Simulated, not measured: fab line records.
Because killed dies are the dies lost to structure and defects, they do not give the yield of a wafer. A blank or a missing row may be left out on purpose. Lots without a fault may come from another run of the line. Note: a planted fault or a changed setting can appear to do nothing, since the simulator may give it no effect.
fab line records    flow n5-finfet
record: lots: 24  wafers: 72  last-day: 17
route steps=1938 shown BEOL_M1@768
lots untouched by any fault: they come from a run of this same line in which no faults occurred
start-h: the number of hours between the record's first day and the start of the first shown wafer of the lot    wait-h: how many hours have passed since the lot's step before this one    " repeats the value in the row above    L1.1+2: several wafers, shown together as one row    - no value present, or no start provided    * or withheld: withheld    < > ~ a bound
route shown NAME@n: NAME is a module with steps in the file, n the number in the route of the first one    usual: average and standard deviation across the fault-free wafers    same: alike in all rows    chamber/n: place in a boat    sites: readings site by site    _std_site: standard deviation across them    _edge_site: outer sites' mean less inner sites'    radius-mm: for every site, how far away it sits from the centre of the wafer    mask NAME#n: copy n    behind: the most recent tool/chamber to have shaped the wafer    hold: what put the lot on hold/how long, in hours/how the hold closed    device: whichever transistor did not switch (one of n, p or np)    end of line: tests run on the same wafers once the route is complete    a step without rows: its recipe alone    killed: count of dies lost to structure and defects at first sort (not the wafer's yield)    map: a wafer's dies, x killed, . not, _ none there
set.NAME: setting as actually run; set.NAME@STEP: the setting as run at that earlier step    model.NAME: the simulator's own value behind a step, which no gauge read
steps of the route over a sample of lots; a table a step, a row a wafer
services: from which hour (start-h, from the record's first day; less than 0 if before it) a tool's chamber was out of use, for how many hours, and why
== steps ==
step: N5_BEOL_M1_ETCH_74
recipe: chemistry: N2/H2  target: underlayer  target-depth-a: 65  mask-material: CAR-EUV  time-s: 5.2  ion-energy-ev: 200  pressure-mtorr: 30  source-w: 840  bias-w: 150  n2-flow-sccm: 200  h2-flow-sccm: 200  ends: cleared
usual: drypump-motor-current-A: 5.5/0.48  etch-rf-on-time-s: 5.20/0.12  oes-product-au: 0.67/0.061  rf-vpp-V: 525/3.3  showerhead-plenum-p-Torr: 2.58/0.12  throttle-valve-pct: 17.95/0.23
lot.wafer  tool         chamber  start-h  wait-h  drypump-motor-current-A  etch-rf-on-time-s  oes-product-au  rf-hours-counter-h  rf-vpp-V  showerhead-plenum-p-Torr  throttle-valve-pct
L074.1     rie-diel-02  1        118.78   0.0     4.9                      5.31               0.61            185                 523       2.41                      17.48
L074.2     "            3        "        "       5.6                      5.16               0.77            36                  527       2.68                      17.66
L074.4     "            2        "        "       6.1                      5.14               0.68            93                  518       2.35                      18.05
L075.1     rie-diel-01  3        129.46   0.0     5.2                      5.03               0.66            142                 524       2.54                      18.02
L075.3     "            1        "        "       5.8                      5.28               0.75            27                  529       2.72                      18.13
L075.4     "            2        "        "       4.8                      5.05               0.85            2                   527       2.72                      17.72
L076.2     rie-diel-02  0        132.69   0.0     5.3                      5.32               0.64            155                 523       2.56                      18.21
L076.3     "            3        "        "       5.6                      5.27               0.76            40                  526       2.68                      17.61
L076.5     "            0        "        "       5.3                      5.29               0.63            -                   523       2.56                      18.23
L077.2     rie-diel-03  1        141.41   0.0     5.2                      5.32               0.63            144                 524       2.54                      18.11
L077.5     "            1        "        "       5.2                      5.38               0.63            -                   523       2.54                      18.09
L077.6     "            0        "        "       5.4                      5.28               0.63            -                   524       2.52                      17.99
L078.1     rie-diel-03  3        143.69   0.0     5.8                      5.22               0.67            98                  525       2.68                      17.95
L078.5     "            0        "        "       5.3                      5.19               0.64            -                   522       2.52                      18.01
L078.6     "            1        "        "       5.2                      5.24               0.62            -                   524       2.54                      18.10
L079.1     rie-diel-02  3        153.86   0.0     5.6                      5.19               0.74            46                  526       2.68                      17.62
L079.3     "            0        "        "       5.3                      5.20               0.64            162                 522       2.56                      18.26
L079.4     "            2        "        "       6.1                      5.06               0.68            104                 519       2.34                      18.07
L081.1     rie-diel-01  2        162.54   0.0     4.8                      5.07               0.81            13                  528       2.71                      17.75
L081.5     "            3        "        "       5.2                      5.05               0.66            -                   522       2.54                      18.03
L081.6     "            0        "        "       6.2                      5.40               0.61            -                   525       2.65                      18.04
L080.3     rie-diel-01  1        162.81   0.0     5.8                      5.21               0.74            38                  526       2.71                      18.11
L080.4     "            0        "        "       6.2                      5.29               0.60            183                 527       2.65                      18.04
L080.5     "            2        "        "       4.8                      5.00               0.81            -                   527       2.71                      17.74
L082.3     rie-diel-01  3        165.91   0.0     5.2                      4.93               0.67            153                 522       2.54                      18.06
L082.4     "            2        "        "       4.8                      5.01               0.81            14                  529       2.71                      17.74
L082.6     "            3        "        "       5.2                      5.01               0.65            -                   524       2.54                      18.05
L083.2     rie-diel-01  3        180.16   0.0     5.2                      5.01               0.66            156                 524       2.54                      18.04
L083.4     "            0        "        "       6.2                      5.39               0.60            -                   527       2.64                      18.06
L083.5     "            2        "        "       4.8                      5.04               0.81            -                   527       2.71                      17.73
L084.2     rie-diel-03  2        181.64   0.0     6.4                      5.23               0.64            156                 526       2.66                      17.75
L084.5     "            2        "        "       6.4                      5.17               0.64            -                   526       2.66                      17.76
L084.6     "            3        "        "       5.9                      5.26               0.65            -                   527       2.67                      17.93
L085.2     rie-diel-03  2        191.96   0.0     6.5                      5.20               0.64            158                 525       2.65                      17.76
L085.3     "            0        "        "       5.3                      5.19               0.64            182                 523       2.52                      18.04
L085.4     "            1        "        "       5.2                      5.24               0.62            156                 524       2.53                      18.10
L087.4     rie-diel-01  0        203.39   0.0     6.2                      5.34               0.61            195                 527       2.64                      18.07
L087.5     "            3        "        "       5.2                      4.98               0.65            -                   522       2.53                      18.09
L087.6     "            0        "        "       6.2                      5.31               0.59            -                   527       2.64                      18.08
L086.1     rie-diel-02  3        203.47   0.0     5.6                      5.26               0.72            60                  528       2.67                      17.66
L086.3     "            0        "        "       5.3                      5.34               0.62            175                 523       2.55                      18.26
L086.4     "            1        "        "       4.9                      5.38               0.60            208                 519       2.41                      17.53
L088.3     rie-diel-01  1        203.85   0.0     5.8                      5.25               0.72            45                  528       2.71                      18.13
L088.5     "            0        "        "       6.1                      5.28               0.60            -                   526       2.64                      18.07
L088.6     "            3        "        "       5.2                      4.99               0.65            -                   524       2.53                      18.08
L089.1     rie-diel-01  0        208.20   0.0     6.2                      5.29               0.60            196                 525       2.64                      18.08
L089.3     "            3        "        "       5.2                      4.90               0.66            165                 527       2.53                      18.10
L089.4     "            1        "        "       5.8                      5.25               0.72            45                  528       2.71                      18.11
L090.1     rie-diel-02  0        216.99   0.0     5.3                      5.26               0.62            179                 524       2.55                      18.27
L090.4     "            3        "        "       5.6                      5.22               0.72            63                  529       2.67                      17.66
L090.6     "            3        "        "       5.6                      5.25               0.72            -                   527       2.67                      17.67
L091.2     rie-diel-02  0        225.36   0.0     5.3                      5.28               0.62            181                 525       2.55                      18.26
L091.3     "            3        "        "       5.6                      5.20               0.72            66                  527       2.67                      17.66
L091.5     "            3        "        "       5.6                      5.19               0.72            -                   527       2.67                      17.68
L092.4     rie-diel-02  3        230.65   0.0     5.6                      5.18               0.73            68                  527       2.67                      17.69
L092.5     "            2        "        "       6.1                      5.08               0.67            -                   516       2.33                      18.10
L092.6     "            3        "        "       5.6                      5.21               0.72            -                   529       2.67                      17.66
L093.3     rie-diel-02  2        231.36   0.0     6.1                      5.12               0.66            124                 518       2.33                      18.10
L093.4     "            0        "        "       5.3                      5.31               0.61            183                 525       2.55                      18.27
L093.5     "            3        "        "       5.7                      5.24               0.72            -                   528       2.67                      17.68
L094.1     rie-diel-01  2        243.97   0.0     4.8                      5.05               0.77            36                  528       2.70                      17.76
L094.4     "            0        "        "       6.1                      5.32               0.59            206                 525       2.64                      18.11
L094.6     "            2        "        "       4.8                      5.00               0.76            -                   528       2.70                      17.75
L095.1     rie-diel-03  1        248.58   0.0     5.2                      5.24               0.61            175                 523       2.52                      18.13
L095.3     "            2        "        "       6.4                      5.12               0.63            176                 525       2.65                      17.77
L095.4     "            3        "        "       5.9                      5.27               0.64            128                 526       2.66                      17.97
L096.1     rie-diel-02  2        258.57   0.0     6.1                      5.19               0.64            134                 517       2.33                      18.10
L096.3     "            0        "        "       5.3                      5.35               0.61            192                 524       2.54                      18.29
L096.5     "            3        "        "       5.6                      5.20               0.70            -                   528       2.66                      17.69
L097.3     rie-diel-02  1        260.84   0.0     4.9                      5.26               0.59            226                 519       2.40                      17.54
L097.4     "            0        "        "       5.3                      5.21               0.62            193                 527       2.54                      18.27
L097.6     "            3        "        "       5.6                      5.21               0.71            -                   525       2.66                      17.72
step: N5_BEOL_M1_ETCH_77
recipe: chemistry: N2/H2  target: underlayer  target-depth-a: 65  mask-material: CAR-EUV  time-s: 5.2  ion-energy-ev: 200  pressure-mtorr: 30  source-w: 840  bias-w: 150  n2-flow-sccm: 200  h2-flow-sccm: 200  ends: cleared
usual: drypump-motor-current-A: 5.5/0.51  etch-rf-on-time-s: 5.19/0.12  oes-product-au: 0.67/0.069  rf-vpp-V: 525/3.4  showerhead-plenum-p-Torr: 2.57/0.12  throttle-valve-pct: 17.94/0.23
lot.wafer  tool         chamber  start-h  wait-h  drypump-motor-current-A  etch-rf-on-time-s  oes-product-au  rf-hours-counter-h  rf-vpp-V  showerhead-plenum-p-Torr  throttle-valve-pct
L074.1     rie-diel-01  1        119.77   0.0     5.8                      5.20               0.76            25                  529       2.72                      18.09
L074.2     "            0        "        "       6.1                      5.30               0.62            171                 526       2.65                      18.05
L074.4     "            2        "        "       4.8                      5.03               0.86            0                   529       2.72                      17.69
L075.1     rie-diel-01  0        130.46   0.0     6.2                      5.33               0.61            174                 525       2.65                      18.04
L075.3     "            2        "        "       4.8                      5.03               0.85            3                   527       2.72                      17.72
L075.4     "            3        "        "       5.2                      5.06               0.66            143                 525       2.54                      18.06
L076.2     rie-diel-01  2        133.85   0.0     4.8                      5.00               0.84            4                   528       2.71                      17.72
L076.3     "            3        "        "       5.2                      4.92               0.67            144                 527       2.54                      18.08
L076.5     "            3        "        "       5.2                      4.95               0.68            -                   523       2.54                      18.04
L077.2     rie-diel-01  1        142.28   0.0     5.8                      5.28               0.73            31                  527       2.72                      18.13
L077.5     "            1        "        "       5.8                      5.26               0.75            -                   530       2.72                      18.10
L077.6     "            0        "        "       6.2                      5.31               0.61            -                   529       2.65                      18.04
L078.1     rie-diel-02  2        144.57   0.0     6.1                      5.14               0.67            102                 520       2.34                      18.07
L078.5     "            2        "        "       6.1                      5.12               0.67            -                   519       2.34                      18.07
L078.6     "            3        "        "       5.6                      5.25               0.75            -                   529       2.68                      17.64
L079.1     rie-diel-02  2        154.76   0.0     6.1                      5.07               0.67            104                 519       2.34                      18.09
L079.3     "            0        "        "       5.3                      5.27               0.63            162                 526       2.56                      18.21
L079.4     "            3        "        "       5.7                      5.17               0.75            46                  529       2.68                      17.63
L081.1     rie-diel-02  1        163.52   0.0     4.9                      5.29               0.61            199                 520       2.41                      17.51
L081.5     "            2        "        "       6.1                      5.07               0.67            -                   520       2.34                      18.07
L081.6     "            3        "        "       5.6                      5.22               0.74            -                   530       2.68                      17.63
L080.3     rie-diel-01  1        163.80   0.0     5.9                      5.22               0.73            39                  529       2.71                      18.13
L080.4     "            0        "        "       6.2                      5.34               0.60            184                 525       2.65                      18.03
L080.5     "            2        "        "       4.8                      5.09               0.82            -                   528       2.71                      17.74
L082.3     rie-diel-02  0        166.78   0.0     5.3                      5.29               0.64            165                 524       2.55                      18.25
L082.4     "            2        "        "       6.1                      5.14               0.67            108                 518       2.34                      18.08
L082.6     "            1        "        "       4.9                      5.28               0.61            -                   521       2.41                      17.50
L083.2     rie-diel-01  3        181.13   0.0     5.2                      5.05               0.66            156                 525       2.54                      18.07
L083.4     "            2        "        "       4.8                      5.06               0.80            -                   527       2.71                      17.73
L083.5     "            0        "        "       6.2                      5.39               0.60            -                   526       2.64                      18.06
L084.2     rie-diel-01  0        182.71   0.0     6.2                      5.38               0.60            188                 525       2.64                      18.08
L084.5     "            0        "        "       6.2                      5.35               0.61            -                   526       2.64                      18.08
L084.6     "            2        "        "       4.8                      5.05               0.81            -                   529       2.71                      17.74
L085.2     rie-diel-01  2        192.92   0.0     4.8                      4.99               0.80            21                  529       2.71                      17.73
L085.3     "            3        "        "       5.2                      4.98               0.66            160                 527       2.53                      18.08
L085.4     "            3        "        "       5.2                      4.92               0.66            -                   521       2.53                      18.06
L087.4     rie-diel-02  0        204.39   0.0     5.3                      5.27               0.62            175                 524       2.55                      18.25
L087.5     "            1        "        "       4.9                      5.29               0.60            -                   520       2.41                      17.53
L087.6     "            0        "        "       5.3                      5.25               0.62            -                   524       2.55                      18.25
L086.1     rie-diel-01  2        204.47   0.0     4.8                      5.11               0.79            25                  527       2.70                      17.78
L086.3     "            1        "        "       5.8                      5.29               0.72            45                  529       2.71                      18.12
L086.4     "            3        "        "       5.2                      5.06               0.66            164                 525       2.53                      18.09
L088.3     rie-diel-02  2        204.85   0.0     6.1                      5.16               0.66            116                 517       2.34                      18.08
L088.5     "            2        "        "       6.1                      5.10               0.66            -                   519       2.34                      18.09
L088.6     "            3        "        "       5.6                      5.19               0.73            -                   527       2.67                      17.66
L089.1     rie-diel-01  2        209.24   0.0     4.8                      4.99               0.79            26                  529       2.70                      17.78
L089.3     "            0        "        "       6.2                      5.31               0.60            196                 525       2.64                      18.07
L089.4     "            3        "        "       5.2                      4.98               0.66            165                 523       2.53                      18.08
L090.1     rie-diel-03  1        217.99   0.0     5.2                      5.31               0.61            164                 523       2.53                      18.12
L090.4     "            3        "        "       5.9                      5.34               0.65            -                   527       2.67                      17.96
L090.6     "            1        "        "       5.2                      5.36               0.60            -                   525       2.53                      18.11
L091.2     rie-diel-02  0        226.23   0.0     5.3                      5.27               0.62            182                 523       2.55                      18.26
L091.3     "            2        "        "       6.1                      5.04               0.66            122                 521       2.34                      18.11
L091.5     "            2        "        "       6.1                      5.07               0.65            -                   517       2.34                      18.10
L092.4     rie-diel-02  3        231.67   0.0     5.6                      5.15               0.72            68                  529       2.67                      17.67
L092.5     "            2        "        "       6.1                      5.08               0.66            -                   519       2.33                      18.07
L092.6     "            3        "        "       5.6                      5.21               0.72            -                   530       2.67                      17.66
L093.3     rie-diel-02  0        232.23   0.0     5.3                      5.28               0.62            184                 523       2.55                      18.24
L093.4     "            2        "        "       6.1                      5.10               0.65            124                 519       2.33                      18.09
L093.5     "            3        "        "       5.6                      5.20               0.72            -                   529       2.67                      17.67
L094.1     rie-diel-03  2        244.84   0.0     6.5                      5.24               0.62            175                 529       2.65                      17.77
L094.4     "            3        "        "       5.8                      5.25               0.64            127                 528       2.66                      17.97
L094.6     "            2        "        "       6.5                      5.18               0.62            -                   526       2.65                      17.80
L095.1     rie-diel-03  2        249.45   0.0     6.5                      5.29               0.61            177                 528       2.65                      17.78
L095.3     "            1        "        "       5.2                      5.34               0.61            175                 521       2.52                      18.16
L095.4     "            3        "        "       5.8                      5.36               0.64            129                 527       2.66                      17.99
L096.1     rie-diel-03  3        259.45   0.0     5.9                      5.28               0.64            131                 528       2.66                      18.00
L096.3     "            0        "        "       5.3                      5.19               0.61            199                 523       2.51                      18.06
L096.5     "            1        "        "       5.2                      5.30               0.61            -                   523       2.52                      18.14
L097.3     rie-diel-02  3        262.13   0.0     5.6                      5.17               0.71            79                  528       2.66                      17.69
L097.4     "            2        "        "       6.1                      5.11               0.65            136                 519       2.33                      18.12
L097.6     "            1        "        "       4.9                      5.26               0.59            -                   521       2.40                      17.55
step: N5_BEOL_M1_OCD_MEAS_38
usual: trench-depth-nm: 55.0/1.1
lot.wafer  tool    chamber  start-h  wait-h  trench-depth-nm
L074.1     ocd-01  -        121.44   -       54.0
L074.2     "       -        "        "       55.1
L074.4     "       -        "        "       54.5
L075.1     ocd-02  -        133.27   -       56.1
L075.3     "       -        "        "       54.8
L075.4     "       -        "        "       55.7
L076.2     ocd-02  -        136.71   -       56.6
L076.3     "       -        "        "       56.6
L076.5     "       -        "        "       55.2
L077.2     ocd-02  -        143.35   -       54.7
L077.5     "       -        "        "       53.7
L077.6     "       -        "        "       53.9
L078.1     ocd-01  -        146.02   -       54.3
L078.5     "       -        "        "       54.5
L078.6     "       -        "        "       54.8
L079.1     ocd-01  -        161.65   -       54.2
L079.3     "       -        "        "       55.0
L079.4     "       -        "        "       54.1
L081.1     ocd-01  -        164.31   -       55.2
L081.5     "       -        "        "       55.2
L081.6     "       -        "        "       55.0
L080.3     ocd-02  -        167.55   -       54.8
L080.4     "       -        "        "       56.0
L080.5     "       -        "        "       54.0
L082.3     ocd-02  -        168.04   -       54.6
L082.4     "       -        "        "       53.7
L082.6     "       -        "        "       54.2
L083.2     ocd-02  -        184.17   -       56.6
L083.4     "       -        "        "       56.5
L083.5     "       -        "        "       54.0
L084.2     ocd-01  -        187.90   -       56.5
L084.5     "       -        "        "       57.2
L084.6     "       -        "        "       55.0
L085.2     ocd-01  -        195.33   -       54.1
L085.3     "       -        "        "       57.0
L085.4     "       -        "        "       54.8
L087.4     ocd-02  -        206.60   -       56.5
L087.5     "       -        "        "       57.2
L087.6     "       -        "        "       56.7
L086.1     ocd-02  -        218.23   -       56.4
L086.3     "       -        "        "       53.8
L086.4     "       -        "        "       56.8
L089.1     ocd-01  -        218.62   -       53.9
L089.3     "       -        "        "       54.1
L089.4     "       -        "        "       55.8
L088.3     ocd-01  -        219.10   -       56.8
L088.5     "       -        "        "       56.7
L088.6     "       -        "        "       54.6
L090.1     ocd-01  -        224.65   -       54.2
L090.4     "       -        "        "       53.3
L090.6     "       -        "        "       53.3
L091.2     ocd-01  -        228.41   -       56.3
L091.3     "       -        "        "       53.5
L091.5     "       -        "        "       54.1
L092.4     ocd-02  -        233.33   -       54.0
L092.5     "       -        "        "       54.2
L092.6     "       -        "        "       54.0
L093.3     ocd-01  -        237.21   -       55.4
L093.4     "       -        "        "       55.7
L093.5     "       -        "        "       55.4
L094.1     ocd-02  -        247.18   -       53.2
L094.4     "       -        "        "       56.2
L094.6     "       -        "        "       56.6
L095.1     ocd-02  -        261.21   -       53.2
L095.3     "       -        "        "       54.6
L095.4     "       -        "        "       53.9
L096.1     ocd-02  -        266.69   -       54.2
L096.3     "       -        "        "       54.0
L096.5     "       -        "        "       54.5
L097.3     ocd-01  -        276.51   -       56.4
L097.4     "       -        "        "       54.2
L097.6     "       -        "        "       54.6
step: N5_BEOL_M1_CD_MEAS_35
recipe: target-cd-nm: 18  target-cd-y-nm: 21  polarity: opening
usual: cd-nm: 18.1/0.34
lot.wafer  tool       chamber  start-h  wait-h  cd-nm
L074.1     cd-sem-01  -        121.59   0.0     18.3
L074.2     "          -        "        "       17.3
L074.4     "          -        "        "       18.1
L075.1     cd-sem-02  -        133.42   0.0     18.0
L075.3     "          -        "        "       18.5
L075.4     "          -        "        "       18.4
L076.2     cd-sem-02  -        136.86   0.0     18.3
L076.3     "          -        "        "       18.1
L076.5     "          -        "        "       18.4
L077.2     cd-sem-02  -        143.50   0.0     18.7
L077.5     "          -        "        "       18.4
L077.6     "          -        "        "       18.1
L078.1     cd-sem-01  -        146.17   0.0     18.2
L078.5     "          -        "        "       18.2
L078.6     "          -        "        "       18.2
L079.1     cd-sem-01  -        161.80   0.0     17.9
L079.3     "          -        "        "       18.2
L079.4     "          -        "        "       17.6
L081.1     cd-sem-01  -        164.46   0.0     18.7
L081.5     "          -        "        "       18.3
L081.6     "          -        "        "       17.8
L080.3     cd-sem-03  -        167.70   0.0     18.3
L080.4     "          -        "        "       17.8
L080.5     "          -        "        "       18.0
L082.3     cd-sem-03  -        168.19   0.0     18.7
L082.4     "          -        "        "       18.6
L082.6     "          -        "        "       18.3
L083.2     cd-sem-03  -        184.32   0.0     18.4
L083.4     "          -        "        "       17.3
L083.5     "          -        "        "       18.5
L084.2     cd-sem-01  -        188.06   0.0     17.9
L084.5     "          -        "        "       18.1
L084.6     "          -        "        "       18.5
L085.2     cd-sem-02  -        195.48   0.0     18.0
L085.3     "          -        "        "       18.4
L085.4     "          -        "        "       18.3
L087.4     cd-sem-01  -        206.75   0.0     17.3
L087.5     "          -        "        "       17.6
L087.6     "          -        "        "       17.6
L086.1     cd-sem-02  -        218.39   0.0     17.9
L086.3     "          -        "        "       18.1
L086.4     "          -        "        "       18.4
L089.1     cd-sem-03  -        218.79   0.0     17.8
L089.3     "          -        "        "       18.1
L089.4     "          -        "        "       18.5
L088.3     cd-sem-02  -        219.27   0.0     18.5
L088.5     "          -        "        "       17.9
L088.6     "          -        "        "       17.8
L090.1     cd-sem-02  -        224.80   0.0     17.8
L090.4     "          -        "        "       18.0
L090.6     "          -        "        "       18.1
L091.2     cd-sem-03  -        228.56   0.0     18.0
L091.3     "          -        "        "       18.0
L091.5     "          -        "        "       17.8
L092.4     cd-sem-03  -        233.48   0.0     17.8
L092.5     "          -        "        "       18.3
L092.6     "          -        "        "       17.9
L093.3     cd-sem-02  -        237.36   0.0     18.2
L093.4     "          -        "        "       18.2
L093.5     "          -        "        "       18.0
L094.1     cd-sem-03  -        247.33   0.0     18.2
L094.4     "          -        "        "       18.8
L094.6     "          -        "        "       18.8
L095.1     cd-sem-01  -        261.36   0.0     18.1
L095.3     "          -        "        "       17.9
L095.4     "          -        "        "       18.5
L096.1     cd-sem-03  -        266.85   0.0     18.1
L096.3     "          -        "        "       18.4
L096.5     "          -        "        "       17.7
L097.3     cd-sem-02  -        276.67   0.0     17.8
L097.4     "          -        "        "       18.2
L097.6     "          -        "        "       18.2
step: N5_BEOL_M1_SPUTTER_79
recipe: material: Cu  target-thk-a: 45  temp-c: -20  chamber-pressure-pa: 0.07  power-w: withheld  time-s: 8.29
usual: throttle-valve-pct: 30.7/1.1
lot.wafer  tool            chamber  start-h  wait-h  throttle-valve-pct
L074.1     pvd-sputter-03  -        122.80   0.1     31.3
L074.2     "               -        "        "       28.5
L074.4     "               -        "        "       28.8
L075.1     pvd-sputter-02  -        134.79   0.1     31.0
L075.3     "               -        "        "       30.3
L075.4     "               -        "        "       29.7
L076.2     pvd-sputter-01  -        138.28   0.1     31.4
L076.3     "               -        "        "       33.1
L076.5     "               -        "        "       31.2
L077.2     pvd-sputter-02  -        146.03   0.1     30.5
L077.5     "               -        "        "       30.7
L077.6     "               -        "        "       29.9
L078.1     pvd-sputter-01  -        147.66   0.1     31.3
L078.5     "               -        "        "       31.5
L078.6     "               -        "        "       32.7
L079.1     pvd-sputter-01  -        163.18   0.1     30.4
L079.3     "               -        "        "       31.1
L079.4     "               -        "        "       33.2
L081.1     pvd-sputter-01  -        165.65   0.1     30.4
L081.5     "               -        "        "       33.0
L081.6     "               -        "        "       29.9
L080.3     pvd-sputter-01  -        169.23   0.1     33.1
L080.4     "               -        "        "       29.8
L080.5     "               -        "        "       31.1
L082.3     pvd-sputter-01  -        171.31   0.1     30.2
L082.4     "               -        "        "       32.6
L082.6     "               -        "        "       30.3
L083.2     pvd-sputter-02  -        186.47   0.1     29.9
L083.4     "               -        "        "       30.2
L083.5     "               -        "        "       29.9
L084.2     pvd-sputter-02  -        189.13   0.1     30.8
L084.5     "               -        "        "       30.4
L084.6     "               -        "        "       31.2
L085.2     pvd-sputter-01  -        197.06   0.1     30.6
L085.3     "               -        "        "       31.2
L085.4     "               -        "        "       32.9
L087.4     pvd-sputter-02  -        209.29   0.1     30.3
L087.5     "               -        "        "       29.7
L087.6     "               -        "        "       30.5
L086.1     pvd-sputter-01  -        219.83   0.1     31.5
L086.3     "               -        "        "       33.2
L086.4     "               -        "        "       30.0
L089.1     pvd-sputter-03  -        220.03   0.1     31.1
L089.3     "               -        "        "       28.7
L089.4     "               -        "        "       28.8
L088.3     pvd-sputter-02  -        221.79   0.1     30.4
L088.5     "               -        "        "       30.5
L088.6     "               -        "        "       30.8
L090.1     pvd-sputter-03  -        226.01   0.1     28.5
L090.4     "               -        "        "       28.8
L090.6     "               -        "        "       31.2
L091.2     pvd-sputter-03  -        229.95   0.1     30.5
L091.3     "               -        "        "       28.6
L091.5     "               -        "        "       31.1
L092.4     pvd-sputter-01  -        234.76   0.1     30.6
L092.5     "               -        "        "       30.0
L092.6     "               -        "        "       32.6
L093.3     pvd-sputter-01  -        239.18   0.1     33.0
L093.4     "               -        "        "       30.4
L093.5     "               -        "        "       30.1
L094.1     pvd-sputter-02  -        248.78   0.1     29.5
L094.4     "               -        "        "       30.5
L094.6     "               -        "        "       30.4
L095.1     pvd-sputter-01  -        262.41   0.1     30.4
L095.3     "               -        "        "       32.6
L095.4     "               -        "        "       31.4
L096.1     pvd-sputter-01  -        268.19   0.1     30.2
L096.3     "               -        "        "       32.8
L096.5     "               -        "        "       29.9
L097.3     pvd-sputter-03  -        277.95   0.1     28.2
L097.4     "               -        "        "       30.5
L097.6     "               -        "        "       30.3
step: N5_BEOL_M1_SPUTTER_90
recipe: material: Cu  target-thk-a: 45  temp-c: -20  chamber-pressure-pa: 0.07  power-w: withheld  time-s: 8.29
usual: throttle-valve-pct: 30.7/1.1
lot.wafer  tool            chamber  start-h  wait-h  throttle-valve-pct
L074.1     pvd-sputter-03  -        123.68   0.1     31.2
L074.2     "               -        "        "       28.5
L074.4     "               -        "        "       28.8
L075.1     pvd-sputter-02  -        135.67   0.1     30.9
L075.3     "               -        "        "       30.2
L075.4     "               -        "        "       29.7
L076.2     pvd-sputter-01  -        139.16   0.1     31.1
L076.3     "               -        "        "       32.6
L076.5     "               -        "        "       31.3
L077.2     pvd-sputter-02  -        146.91   0.1     30.7
L077.5     "               -        "        "       30.4
L077.6     "               -        "        "       29.7
L078.1     pvd-sputter-01  -        148.54   0.1     31.2
L078.5     "               -        "        "       31.6
L078.6     "               -        "        "       32.8
L079.1     pvd-sputter-01  -        164.06   0.1     30.4
L079.3     "               -        "        "       31.2
L079.4     "               -        "        "       32.7
L081.1     pvd-sputter-01  -        166.53   0.1     30.3
L081.5     "               -        "        "       32.7
L081.6     "               -        "        "       30.1
L080.3     pvd-sputter-01  -        170.11   0.1     32.9
L080.4     "               -        "        "       29.8
L080.5     "               -        "        "       31.3
L082.3     pvd-sputter-01  -        172.19   0.1     30.1
L082.4     "               -        "        "       32.8
L082.6     "               -        "        "       30.3
L083.2     pvd-sputter-02  -        187.35   0.1     29.9
L083.4     "               -        "        "       30.3
L083.5     "               -        "        "       29.7
L084.2     pvd-sputter-02  -        190.01   0.1     30.8
L084.5     "               -        "        "       30.5
L084.6     "               -        "        "       31.0
L085.2     pvd-sputter-01  -        197.94   0.1     30.0
L085.3     "               -        "        "       31.2
L085.4     "               -        "        "       33.1
L087.4     pvd-sputter-02  -        210.17   0.1     30.2
L087.5     "               -        "        "       30.0
L087.6     "               -        "        "       30.4
L086.1     pvd-sputter-01  -        220.71   0.1     31.5
L086.3     "               -        "        "       33.0
L086.4     "               -        "        "       29.7
L089.1     pvd-sputter-03  -        220.91   0.1     30.9
L089.3     "               -        "        "       28.5
L089.4     "               -        "        "       28.6
L088.3     pvd-sputter-02  -        222.67   0.1     30.2
L088.5     "               -        "        "       30.5
L088.6     "               -        "        "       31.0
L090.1     pvd-sputter-03  -        226.89   0.1     28.4
L090.4     "               -        "        "       29.0
L090.6     "               -        "        "       31.0
L091.2     pvd-sputter-03  -        230.83   0.1     30.4
L091.3     "               -        "        "       28.6
L091.5     "               -        "        "       31.1
L092.4     pvd-sputter-01  -        235.64   0.1     30.2
L092.5     "               -        "        "       30.1
L092.6     "               -        "        "       32.9
L093.3     pvd-sputter-01  -        240.06   0.1     32.9
L093.4     "               -        "        "       30.2
L093.5     "               -        "        "       30.4
L094.1     pvd-sputter-02  -        249.66   0.1     29.8
L094.4     "               -        "        "       30.3
L094.6     "               -        "        "       30.3
L095.1     pvd-sputter-01  -        263.29   0.1     30.3
L095.3     "               -        "        "       32.8
L095.4     "               -        "        "       31.3
L096.1     pvd-sputter-01  -        269.07   0.1     30.3
L096.3     "               -        "        "       32.6
L096.5     "               -        "        "       29.7
L097.3     pvd-sputter-03  -        278.83   0.1     28.5
L097.4     "               -        "        "       30.8
L097.6     "               -        "        "       30.7
== services ==
tool            chamber  start-h  hours  kind
rie-diel-01     2        95.05    -      clean
rie-diel-01     2        95.05    -      consumable-replace:focus-ring
rie-diel-01     2        95.05    -      consumable-replace:showerhead
rie-diel-01     2        95.05    24.1   scheduled-down
rie-diel-01     2        95.05    24.1   vent-cycle
pvd-sputter-03  -        99.64    2.2    repair
rie-diel-02     2        100.33   12.5   repair
pvd-sputter-03  -        107.67   2.0    repair
pvd-sputter-03  -        113.99   0.9    repair
rie-diel-01     -        127.88   1.2    repair
pvd-sputter-01  -        129.15   1.9    repair
rie-diel-03     -        138.91   0.2    repair
rie-diel-03     2        153.41   8.3    repair
rie-diel-03     1        168.76   2.7    repair
rie-diel-01     1        178.44   15.9   repair
rie-diel-03     0        215.28   6.4    repair
pvd-sputter-02  -        238.19   1.5    repair
rie-diel-01     -        250.99   1.8    repair
== key ==
fault none
